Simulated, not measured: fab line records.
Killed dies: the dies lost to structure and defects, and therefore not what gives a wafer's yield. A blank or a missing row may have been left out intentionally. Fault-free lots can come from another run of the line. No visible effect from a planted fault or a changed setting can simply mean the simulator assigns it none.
fab line records	flow nandHarc	part 1 of 2: steps 1 to 18 of 28
record: lots: 5	wafers: 15	lastDay: 33
route steps=1302 shown A_SLIT@936 A_SIN_REMOVE@947 A_WL_FILL@952
lots with no fault: from the same line, run without faults
startH: hours from the record's first day to the start of the lot's first wafer shown	waitH: hours from the lot's prior step to this one	" identical to the entry in the row above	L1.1+2: several wafers, shown together as one row	- either no value or no given start	* or withheld: withheld	< > ~ a bound
route shown NAME@n: a module of which the file shows steps, and the number in the route of the first	usual: average and standard deviation across the fault-free wafers	same: alike in all rows	chamber/n: place in a boat	sites: per-site readings	_std_site: the standard deviation of these	_edge_site: mean of outer sites minus mean of inner sites	radiusMm: for every site, how far away it sits from the centre of the wafer	mask NAME#n: copy n	behind: the most recent tool/chamber to have shaped the wafer	hold: cause of the lot's hold/its duration in hours/its outcome	device: names the non-switching transistor (n, p or np)	end of line: the route-end tests of the same wafers	a step without rows: its recipe alone	killed: not the wafer's yield, but the dies lost to structure and defects at the first sort	map: a wafer's dies, x killed, . not, _ none there
set.NAME: the setting that was run; set.NAME@STEP: the one run at that earlier step	model.NAME: the simulator's own value behind a step, which no gauge read
lots at some steps of the route; a table a step, a row a wafer
services: when a tool's chamber went out of use (startH, in hours from the record's first day, below 0 if earlier), for how many hours, and the reason
== steps ==
step: NHARC_A_SLIT_DESCUM_14
recipe: timeS: 3	o2FlowSccm: 200	arFlowSccm: 0	biasPowerW: 0	chemistry: O2
usual: drypumpMotorCurrentA: 5.9/0.55	oesProductAu: 1.005/0.011	rfVppV: 57.9/0.8	showerheadPlenumPTorr: 1.91/0.079	throttleValvePct: 11.312/0.0091
same: timeS: 3
lot.wafer	tool	chamber	startH	waitH	drypumpMotorCurrentA	oesProductAu	rfHoursCounterH	rfVppV	showerheadPlenumPTorr	throttleValvePct
L075.4	rieDiel-04	1	463.22	0.1	5.7	1.008	7.0	56.7	1.86	11.297
L075.3	"	2	"	"	5.8	1.008	7.0	59.2	1.98	11.317
L075.5	"	1	"	"	5.7	1.010	-	58.2	1.86	11.301
L080.1	rieDiel-04	3	504.76	0.1	5.0	0.990	9.2	57.1	1.89	11.316
L080.2	"	0	"	"	6.1	1.011	9.2	58.0	1.96	11.303
L080.6	"	2	"	"	5.8	1.004	-	58.2	1.98	11.310
L081.3	rieDiel-02	0	533.88	0.1	5.3	1.000	5.8	58.9	2.01	11.314
L081.4	"	2	"	"	6.6	1.005	6.4	57.1	1.89	11.296
L081.5	"	1	"	"	6.7	1.019	-	57.5	1.78	11.316
L091.3	rieDiel-09	0	602.71	0.1	5.7	0.995	2.0	57.9	1.84	11.327
L091.4	"	3	"	"	6.8	0.996	-	57.2	1.94	11.319
L091.6	"	0	"	"	5.7	1.002	-	57.1	1.84	11.321
L096.3	rieDiel-02	0	679.69	0.1	5.3	1.015	4.5	58.3	2.00	11.313
L096.1	"	2	"	"	6.6	0.992	4.8	57.9	1.89	11.313
L096.5	"	1	"	"	6.7	0.995	-	57.1	1.77	11.331
step: NHARC_A_SLIT_ETCH_24
recipe: targetDepthA: 1210	timeS: 60.5	cf4FlowSccm: 100	chf3FlowSccm: 30	arFlowSccm: 0	rfW: 500	biasW: 200	chemistry: CF4/CHF3
usual: drypumpMotorCurrentA: 6.0/0.56	oesProductAu: 0.963/0.018	rfFwdPowerW: 495.4/2.5	rfVppV: 370.5/2.2	showerheadPlenumPTorr: 1.57/0.061	throttleValvePct: 16.802/0.0097
same: timeS: 60.5
lot.wafer	tool	chamber	startH	waitH	drypumpMotorCurrentA	oesProductAu	rfFwdPowerW	rfHoursCounterH	rfVppV	showerheadPlenumPTorr	throttleValvePct
L075.3	rieDiel-04	3	463.29	0.1	5.0	0.913	494.0	6.6	369.7	1.55	16.803
L075.4	"	0	"	"	6.2	0.928	499.9	6.6	371.9	1.61	16.794
L075.5	"	0	"	"	6.2	0.925	498.5	-	371.5	1.61	16.799
L080.1	rieDiel-04	1	504.83	0.1	5.7	0.956	494.9	9.7	369.2	1.54	16.775
L080.2	"	3	"	"	5.0	0.957	492.5	9.2	370.9	1.55	16.806
L080.6	"	0	"	"	6.2	0.973	497.2	-	371.3	1.61	16.792
L081.3	rieDiel-02	2	533.97	0.1	6.6	0.974	497.5	6.4	371.7	1.56	16.794
L081.4	"	3	"	"	6.0	0.998	495.7	6.1	374.3	1.65	16.807
L081.5	"	1	"	"	6.7	0.977	497.2	-	367.1	1.47	16.784
L091.3	rieDiel-09	0	602.81	0.1	5.7	0.968	495.4	2.0	368.0	1.52	16.802
L091.6	"	3	"	"	6.8	0.961	492.7	-	371.8	1.60	16.806
L091.4	"	0	"	"	5.7	0.964	494.0	-	369.7	1.52	16.795
L096.3	rieDiel-02	2	679.78	0.1	6.6	0.950	499.3	4.8	370.0	1.55	16.812
L096.1	"	3	"	"	6.0	0.962	494.8	4.3	372.5	1.64	16.794
L096.5	"	2	"	"	6.6	0.956	497.4	-	370.8	1.55	16.778
step: NHARC_A_SLIT_ETCH_15
recipe: targetDepthA: 62000	overEtchFrac: 0.3	timeS: 1612	ionEnergyEv: 150	o2FlowSccm: 400	cosFlowSccm: 20	arFlowSccm: 0	rfW: 500	biasW: 300	chemistry: O2/COS
usual: drypumpMotorCurrentA: 5.9/0.55	oesProductAu: 1.002/0.012	rfFwdPowerW: 499.5/1.4	rfVppV: 313.9/1.9	showerheadPlenumPTorr: 3.11/0.12	throttleValvePct: 28.330/0.0094
same: timeS: 1612
lot.wafer	tool	chamber	startH	waitH	drypumpMotorCurrentA	oesProductAu	rfFwdPowerW	rfHoursCounterH	rfVppV	showerheadPlenumPTorr	throttleValvePct
L075.3	rieDiel-04	1	-	-	5.7	0.995	498.9	7.2	312.1	3.05	28.336
L075.4	"	2	"	"	5.8	0.995	496.6	7.2	315.6	3.23	28.342
L075.5	"	0	"	"	6.2	1.005	499.6	-	315.4	3.19	28.320
L080.2	rieDiel-04	0	-	-	6.2	0.994	499.7	9.4	314.8	3.19	28.327
L080.1	"	2	"	"	5.8	0.997	497.7	9.9	315.9	3.23	28.332
L080.6	"	3	"	"	5.1	0.985	495.6	-	313.9	3.08	28.321
L081.4	rieDiel-02	3	-	-	5.9	1.010	499.2	6.3	317.6	3.27	28.314
L081.3	"	0	"	"	5.3	1.011	497.3	6.1	314.8	3.26	28.327
L081.5	"	2	"	"	6.6	0.997	498.1	-	313.6	3.09	28.323
L091.3	rieDiel-09	3	-	-	6.8	0.994	498.4	2.5	315.1	3.17	28.308
L091.6	"	1	"	"	5.8	1.010	499.6	-	309.9	2.91	28.307
L091.4	"	3	"	"	6.8	0.997	498.3	-	315.5	3.17	28.350
L096.1	rieDiel-02	3	-	-	5.9	1.010	500.7	4.5	315.7	3.26	28.340
L096.3	"	0	"	"	5.3	1.022	498.5	4.7	315.3	3.26	28.333
L096.5	"	3	"	"	5.9	1.010	500.0	-	314.3	3.26	28.334
step: NHARC_A_SLIT_ETCH_17
recipe: biasV: 900	sourceW: withheld	pressureMtorr: 20	arFlowSccm: 375	c4f8FlowSccm: 83.3	o2FlowSccm: 41.7	timeS: 4254.5	targetDepthA: 2.03e+05	chemistry: C4F8/O2/Ar
usual: drypumpMotorCurrentA: 5.8/0.47	oesAirLineAu: 1.002/0.018	showerheadPlenumPTorr: 3.74/0.13	throttleValvePct: 32.047/0.0082
same: timeS: 4254.5
lot.wafer	tool	chamber	startH	waitH	drypumpMotorCurrentA	oesAirLineAu	rfHoursCounterH	showerheadPlenumPTorr	throttleValvePct
L075.4	harEtch-02	1	465.66	-	5.7	1.006	-	3.92	32.044
L075.3	"	0	"	"	6.5	1.021	-	3.92	32.044
L075.5	"	0	467.48	-	6.5	0.986	-	3.92	32.047
L080.2	harEtch-01	1	506.00	-	5.7	0.982	272	3.64	32.046
L080.1	"	0	"	"	5.2	1.017	272	3.62	32.041
L080.6	"	1	508.41	-	5.6	0.959	-	3.64	32.036
L081.4	harEtch-01	1	536.69	-	5.7	0.999	-	3.63	32.041
L081.3	"	0	"	"	5.2	1.013	-	3.61	32.050
L081.5	"	1	"	"	5.7	0.992	-	3.63	32.049
L091.3	harEtch-01	0	605.40	-	5.2	1.002	-	3.59	32.040
L091.4	"	1	"	"	5.6	1.022	-	3.61	32.040
L091.6	"	1	607.21	-	5.7	0.999	-	3.61	32.048
L096.1	harEtch-02	1	680.96	-	5.7	0.992	169	3.84	32.042
L096.3	"	1	682.15	-	5.8	1.008	-	3.84	32.047
L096.5	"	1	683.35	-	5.7	1.003	-	3.84	32.033
step: NHARC_A_SLIT_ETCH_26
recipe: biasV: 400	sourceW: 2000	pressureMtorr: 25	timeS: 90	arFlowSccm: 375	c4f8FlowSccm: 41.7	o2FlowSccm: 83.3	targetDepthA: 4000	chemistry: C4F8/O2/Ar
usual: drypumpMotorCurrentA: 5.8/0.46	oesAirLineAu: 0.997/0.019	rfFwdPowerW: 1988/7	showerheadPlenumPTorr: 3.77/0.14	throttleValvePct: 27.620/0.0091
same: timeS: 90
lot.wafer	tool	chamber	startH	waitH	drypumpMotorCurrentA	oesAirLineAu	rfFwdPowerW	rfHoursCounterH	showerheadPlenumPTorr	throttleValvePct
L075.4	harEtch-02	1	468.15	1.9	5.8	0.980	1985	-	3.95	27.609
L075.3	"	0	"	"	6.5	0.966	1980	-	3.95	27.612
L075.5	"	0	"	"	6.5	0.977	1981	-	3.95	27.628
L080.2	harEtch-01	1	509.62	3.0	5.7	1.017	1985	275	3.67	27.614
L080.1	"	0	"	"	5.2	1.008	1993	275	3.65	27.635
L080.6	"	1	"	"	5.6	0.983	1988	-	3.67	27.636
L081.4	harEtch-01	1	539.19	1.9	5.7	1.027	1980	-	3.66	27.623
L081.3	"	0	"	"	5.2	0.981	1995	-	3.64	27.619
L081.5	"	1	"	"	5.7	1.008	1991	-	3.66	27.605
L091.3	harEtch-01	0	607.87	1.9	5.2	1.001	1990	-	3.62	27.618
L091.4	"	1	"	"	5.7	1.007	1995	-	3.64	27.621
L091.6	"	1	"	"	5.6	1.040	1988	-	3.64	27.627
L096.1	harEtch-02	1	684.54	3.0	5.7	1.018	1972	172	3.88	27.626
L096.3	"	1	"	"	5.7	1.010	1974	-	3.88	27.605
L096.5	"	1	"	"	5.7	1.010	1979	-	3.88	27.607
step: NHARC_A_SLIT_STRIP_28
recipe: o2FlowSccm: 400	cosFlowSccm: 20	arFlowSccm: 0	biasW: 0	chemistry: O2/COS
lot.wafer	tool	chamber	startH	waitH
L075.4+3+5	rieDiel-04	3,0,3	468.87	0.7
L080.1+2+6	rieDiel-09	0,2,0	510.42	0.7
L081.4+3+5	rieDiel-09	0,1,0	539.92	0.7
L091.4+3+6	rieDiel-04	2,1,2	608.61	0.7
L096.1+3+5	rieDiel-09	2,0,3	685.33	0.8
step: NHARC_A_SLIT_ETCH_29
recipe: targetDepthA: 1000	overetchA: 100	timeS: 55	ionEnergyEv: 100	cf4FlowSccm: 80	o2FlowSccm: 20	arFlowSccm: 0	rfW: 300	biasW: 100	chemistry: CF4/O2
usual: drypumpMotorCurrentA: 5.8/0.55	oesProductAu: 0.999/0.012	rfFwdPowerW: 296.8/1.3	rfVppV: 197.4/1.3	showerheadPlenumPTorr: 1.32/0.05	throttleValvePct: 13.397/0.0087
same: timeS: 55
lot.wafer	tool	chamber	startH	waitH	drypumpMotorCurrentA	oesProductAu	rfFwdPowerW	rfHoursCounterH	rfVppV	showerheadPlenumPTorr	throttleValvePct
L075.4	rieDiel-04	0	468.97	0.1	6.2	0.998	297.3	8	196.9	1.37	13.398
L075.3	"	1	"	"	5.8	1.004	296.1	8	195.6	1.30	13.416
L075.5	"	1	"	"	5.7	1.002	297.0	-	197.4	1.30	13.380
L080.1	rieDiel-09	2	510.51	0.1	5.0	1.006	296.7	0	195.9	1.30	13.395
L080.2	"	3	"	"	6.8	0.994	294.8	0	197.5	1.36	13.410
L080.6	"	1	"	"	5.7	0.999	296.8	-	195.2	1.24	13.407
L081.3	rieDiel-09	0	540.02	0.1	5.7	0.988	295.1	1	197.2	1.29	13.391
L081.4	"	2	"	"	5.0	0.998	297.6	1	197.5	1.30	13.391
L081.5	"	0	"	"	5.7	0.978	296.2	-	196.5	1.29	13.387
L091.3	rieDiel-04	2	608.71	0.1	5.8	0.983	298.6	4	199.3	1.38	13.387
L091.4	"	0	"	"	6.2	0.989	298.4	5	197.6	1.36	13.391
L091.6	"	3	"	"	5.0	0.994	294.4	-	196.5	1.31	13.407
L096.3	rieDiel-09	1	685.43	0.1	5.8	1.000	297.0	0	195.2	1.24	13.421
L096.1	"	2	"	"	5.0	0.998	295.5	0	197.3	1.29	13.403
L096.5	"	2	"	"	5.0	0.998	296.3	-	199.0	1.29	13.388
step: NHARC_A_SLIT_STRIP_18
recipe: o2FlowSccm: 500	arFlowSccm: 0	biasW: 0	chemistry: O2
usual: drypumpMotorCurrentA: 5.8/0.55	oesProductAu: 1.001/0.011	rfVppV: 57.8/0.85	showerheadPlenumPTorr: 3.49/0.13	throttleValvePct: 17.036/0.0092
lot.wafer	tool	chamber	startH	waitH	drypumpMotorCurrentA	oesProductAu	rfHoursCounterH	rfVppV	showerheadPlenumPTorr	throttleValvePct
L075.4	rieDiel-04	2	-	-	5.9	1.004	8	59.7	3.65	17.038
L075.3	"	0	"	"	6.2	0.997	8	59.9	3.61	17.050
L075.5	"	2	"	"	5.9	1.000	-	58.3	3.65	17.045
L080.1	rieDiel-09	1	-	-	5.8	1.009	0	57.3	3.29	17.047
L080.2	"	2	"	"	5.0	0.994	0	58.7	3.43	17.053
L080.6	"	2	"	"	5.0	0.998	-	58.0	3.43	17.042
L081.3	rieDiel-09	2	-	-	5.0	0.992	1	57.3	3.43	17.024
L081.4	"	1	"	"	5.8	1.007	1	58.8	3.29	17.053
L081.5	"	3	"	"	6.8	1.001	-	58.0	3.58	17.030
L091.4	rieDiel-04	3	-	-	5.0	0.997	3	57.9	3.48	17.042
L091.3	"	0	"	"	6.2	0.997	5	58.3	3.60	17.050
L091.6	"	3	"	"	5.1	1.004	-	57.8	3.48	17.041
L096.1	rieDiel-09	1	-	-	5.8	0.996	0	57.4	3.28	17.040
L096.3	"	3	"	"	6.8	1.024	0	56.6	3.58	17.055
L096.5	"	2	"	"	5.0	1.004	-	57.5	3.43	17.035
step: NHARC_A_SLIT_PRECLEAN_19
recipe: timeS: *	tempC: 50	bathAgeMin: 0	chemistry: SC1
usual: bathGuardTempC: 49.9/0.46
same: timeS: *
lot.wafer	tool	chamber	startH	waitH	bathGuardTempC
L075.3	wetBench-02	5	469.36	-	49.9
L075.5	"	1	"	"	49.7
L075.4	"	2	"	"	50.7
L080.6	wetBench-02	3	510.89	-	50.1
L080.1	"	5	"	"	49.7
L080.2	"	0	"	"	49.5
L081.3	wetBench-06	6	540.41	-	50.0
L081.5	"	0	"	"	49.6
L081.4	"	3	"	"	50.9
L091.6	wetBench-06	0	609.10	-	49.2
L091.4	"	1	"	"	49.0
L091.3	"	4	"	"	50.2
L096.5	wetBench-02	1	685.83	-	49.4
L096.1	"	3	"	"	50.1
L096.3	"	5	"	"	49.7
step: NHARC_A_SLIT_SRD_20
lot.wafer	tool	chamber	startH	waitH
L075.3+5+4	wetBench-02	5,1,2	-	-
L080.6+1+2	wetBench-02	3,5,0	-	-
L081.3+5+4	wetBench-06	6,0,3	-	-
L091.6+4+3	wetBench-06	0,1,4	-	-
L096.5+1+3	wetBench-02	1,3,5	-	-
step: NHARC_A_SLIT_CD_MEAS_21
usual: cdNm: 289.7/1.1
lot.wafer	tool	chamber	startH	waitH	cdNm
L075.3	cdSem-01	-	469.51	-	288.5
L075.4	"	-	"	"	288.5
L075.5	"	-	"	"	288.0
L080.1	cdSem-01	-	511.03	-	291.6
L080.2	"	-	"	"	289.7
L080.6	"	-	"	"	290.9
L081.3	cdSem-03	-	540.56	-	288.9
L081.4	"	-	"	"	289.9
L081.5	"	-	"	"	290.9
L091.3	cdSem-01	-	609.24	-	290.3
L091.4	"	-	"	"	289.9
L091.6	"	-	"	"	290.4
L096.1	cdSem-02	-	685.96	-	290.2
L096.3	"	-	"	"	290.0
L096.5	"	-	"	"	289.8
step: NHARC_A_SIN_REMOVE_WET_00
recipe: tempC: 160	timeS: 15300	chemistry: H3PO4
usual: bathGuardTempC: 160.3/0.78
same: timeS: 15300
lot.wafer	tool	chamber	startH	waitH	bathGuardTempC
L075.3	wetH3po4-01	1	471.18	1.7	159.9
L075.4	"	1	"	"	160.3
L075.5	"	1	"	"	159.7
L080.1	wetH3po4-01	0	512.71	1.7	161.3
L080.2	"	0	"	"	161.2
L080.6	"	0	"	"	161.2
L081.3	wetH3po4-02	1	542.22	1.7	159.5
L081.4	"	1	"	"	159.5
L081.5	"	1	"	"	159.7
L091.3	wetH3po4-02	0	610.91	1.7	159.8
L091.4	"	0	"	"	159.9
L091.6	"	0	"	"	160.2
L096.1	wetH3po4-01	1	687.63	1.7	159.7
L096.3	"	1	"	"	159.7
L096.5	"	1	"	"	160.0
step: NHARC_A_SIN_REMOVE_PRECLEAN_01
recipe: timeS: *	tempC: 50	bathAgeMin: 0	chemistry: SC1
usual: bathGuardTempC: 49.9/0.43
same: timeS: *
lot.wafer	tool	chamber	startH	waitH	bathGuardTempC
L075.5	wetBench-09	5	475.94	0.0	49.3
L075.4	"	6	"	"	49.0
L075.3	"	2	"	"	50.1
L080.1	wetBench-09	7	517.44	0.0	50.4
L080.2	"	1	"	"	50.1
L080.6	"	2	"	"	50.3
L081.5	wetBench-09	5	547.01	0.0	49.6
L081.3	"	6	"	"	49.4
L081.4	"	7	"	"	50.2
L091.4	wetBench-01	2	615.66	0.0	50.6
L091.6	"	4	"	"	50.2
L091.3	"	5	"	"	49.4
L096.3	wetBench-09	7	692.36	0.0	50.2
L096.5	"	1	"	"	50.0
L096.1	"	2	"	"	49.9
step: NHARC_A_SIN_REMOVE_SRD_02
lot.wafer	tool	chamber	startH	waitH
L075.5+4+3	wetBench-09	5,6,2	-	-
L080.1+2+6	wetBench-09	7,1,2	-	-
L081.5+3+4	wetBench-09	5,6,7	-	-
L091.4+6+3	wetBench-01	2,4,5	-	-
L096.3+5+1	wetBench-09	7,1,2	-	-
step: NHARC_A_SIN_REMOVE_INSPECT_04
usual: rawDefectCount: 385/83
lot.wafer	tool	chamber	startH	waitH	rawDefectCount
L075.3	defectInspect-02	-	476.13	0.0	346
L075.4	"	-	"	"	313
L075.5	"	-	"	"	270
L080.1	defectInspect-02	-	517.62	0.0	427
L080.2	"	-	"	"	391
L080.6	"	-	"	"	392
L081.3	defectInspect-01	-	547.19	0.0	476
L081.4	"	-	"	"	379
L081.5	"	-	"	"	541
L091.3	defectInspect-01	-	615.84	0.0	527
L091.4	"	-	"	"	350
L091.6	"	-	"	"	345
L096.1	defectInspect-01	-	692.54	0.0	330
L096.3	"	-	"	"	373
L096.5	"	-	"	"	319
step: NHARC_A_WL_FILL_ALD_00
recipe: targetThkA: 30	pulseTimeS: 3	aldCycles: 30	tempC: 300	material: Al2O3
usual: heaterPowerW: 476/48	precursorPulseHeightRel: 0.996/0.02
lot.wafer	tool	chamber	startH	waitH	heaterPowerW	precursorPulseHeightRel
L075.3	aldHk-02	1	476.24	0.1	398	1.016
L075.4	"	2	"	"	448	1.007
L075.5	"	0	"	"	503	0.971
L080.2	aldHk-04	2	517.72	0.1	440	0.995
L080.1	"	3	"	"	494	0.991
L080.6	"	1	"	"	464	1.005
L081.3	aldHk-03	0	547.31	0.1	473	0.955
L081.4	"	1	"	"	420	0.969
L081.5	"	2	"	"	558	0.986
L091.4	aldHk-03	0	615.90	0.1	491	0.998
L091.3	"	2	"	"	540	1.002
L091.6	"	1	"	"	411	1.010
L096.3	aldHk-04	0	692.61	0.1	523	0.976
L096.1	"	3	"	"	495	1.016
L096.5	"	1	"	"	441	0.968
step: NHARC_A_WL_FILL_RTA_01
recipe: tempC: 1000	timeS: 5
usual: lampPowerPct: 32.9/2.7	lamp_zone_4_pct: 32.9/2.7	wafer_temp_C_max: 1006.7/1.5
same: timeS: 5
lot.wafer	tool	chamber	startH	waitH	lampPowerPct	lamp_zone_4_pct	wafer_temp_C_max
L075.3	rtpAnneal-02	0	476.52	-	36.8	36.7	1003.9
L075.4	"	0	"	"	36.8	36.7	1004.3
L075.5	"	0	"	"	36.7	36.7	1008.0
L080.1	rtpAnneal-01	0	517.96	-	31.0	31.0	1006.5
L080.2	"	0	"	"	31.0	31.1	1007.1
L080.6	"	0	"	"	31.0	31.1	1007.3
L081.3	rtpAnneal-02	0	547.61	-	36.7	36.7	1005.6
L081.4	"	0	"	"	36.7	36.7	1005.2
L081.5	"	0	"	"	36.7	36.6	1005.2
L091.3	rtpAnneal-02	0	616.22	-	36.7	36.7	1005.2
L091.4	"	0	"	"	36.7	36.7	1007.4
L091.6	"	0	"	"	36.7	36.7	1006.5
L096.1	rtpAnneal-01	0	693.04	0.2	31.0	31.0	1008.2
L096.3	"	0	"	"	31.0	31.1	1006.6
L096.5	"	0	"	"	31.0	31.0	1007.0
step: NHARC_A_WL_FILL_ALD_02
recipe: targetThkA: 20	pulseTimeS: 3	aldCycles: 100	tempC: 450	material: TiN
usual: heaterPowerW: 1106/150	precursorPulseHeightRel: 1.001/0.021
lot.wafer	tool	chamber	startH	waitH	heaterPowerW	precursorPulseHeightRel
L075.4	aldMetal-01	2	476.76	0.2	1191	1.005
L075.3	"	3	"	"	913	1.055
L075.5	"	1	"	"	1110	1.020
L080.1	aldMetal-01	3	518.18	0.2	913	1.031
L080.2	"	2	"	"	1202	0.991
L080.6	"	3	"	"	936	1.009
L081.4	aldMetal-04	0	547.87	0.2	1065	0.973
L081.3	"	1	"	"	1131	0.985
L081.5	"	2	"	"	1066	0.997
L091.3	aldMetal-01	1	616.41	0.2	1098	0.966
L091.4	"	2	"	"	1189	1.022
L091.6	"	1	"	"	1111	0.995
L096.1	aldMetal-01	3	693.25	0.2	954	0.997
L096.3	"	2	"	"	1210	1.025
L096.5	"	3	"	"	928	0.996
